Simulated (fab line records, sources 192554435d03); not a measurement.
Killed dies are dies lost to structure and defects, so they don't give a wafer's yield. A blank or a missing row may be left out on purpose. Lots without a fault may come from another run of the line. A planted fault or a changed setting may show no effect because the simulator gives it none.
Problem report in the 8D (eight disciplines) form, filled by code | flow n5_finfet | the parts of the form that need people (team, actions taken, sign-off) are left out

1. THE PROBLEM
spin_speed_rpm at N5_BEOL_M3_COAT_62 reads a mean of 1466.6 rpm on 6 wafers of 2 lots; wafers without a fault read 1500.4 rpm with a standard deviation of 0.88. That is -38 standard deviations from the usual mean.
The step: time 60 s, resist thk 12 nm.
First seen on wafer L849.2, day 8 17:16, on litho_track-02. The record holds 12 wafers of 4 lots with a number at this step. Rule for "out", or "out of limits": more than 4 standard deviations from the usual mean. The other wafers with a number count as sound.

2. WHAT IT IS AND WHAT IT IS NOT
question                    | is                     | is not
which readings at this step | spin_speed_rpm         | -
which lots                  | L849, L851             | L848, L859
which wafers of those lots  | all that have a number | -
read on which tools         | litho_track-02         | litho_track-01
when                        | from day 8 17:16       | up to then (3 sound wafers); but 3 sound wafers of L859 came after

3. SUSPECTS, AND WHAT RULES EACH OUT
Counting: a tool at a process step up to the reading stays a suspect if it ran every lot that is out and no sound lot after the first of them.
- litho_track-02 at N5_BEOL_M3_COAT_62 (time 60 s, resist thk 12 nm): kept. It ran every lot that is out, first L849 (day 8 17:16), and no sound lot after that; its last sound lot up to then is L848 (day 8 10:16). Its own readings are out on those wafers: spin_speed_rpm.
Left after counting: litho_track-02 at N5_BEOL_M3_COAT_62.

4. THE CAUSE (what the simulator had put in)
Process parameter drift: litho_track-02, from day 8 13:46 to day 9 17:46, at N5_BEOL_M3_COAT_62. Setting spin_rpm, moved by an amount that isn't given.
Counting left only this tool.

5. THE CHAIN OF EFFECTS, in route order
Each row: a reading whose mean over the struck wafers that have a number lies more than 3 standard deviations from the usual. Only readings for which the record gives a usual standard deviation are gone through. hours: the time from each lot's start at the first step in this table that gives one to its start at this step, as a median over the lots. sigmas: the change in usual standard deviations.
hours | step               | reading        | usual      | on struck wafers | change | sigmas
0     | N5_BEOL_M3_COAT_62 | spin_speed_rpm | 1500.4 rpm | 1466.6           | -33.8  | -38
The process steps in it:
- N5_BEOL_M3_COAT_62: time 60 s, resist thk 12 nm.
Later measuring or inspecting steps at which every struck wafer that the step has a row for has a number for every such reading, and none has moved that far: N5_BEOL_M4_RC_MEAS_101.

6. WHAT WOULD HAVE CAUGHT IT SOONER
In this record the first reading out of limits was taken at day 8 17:16, 3 hours after the fault began at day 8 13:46.
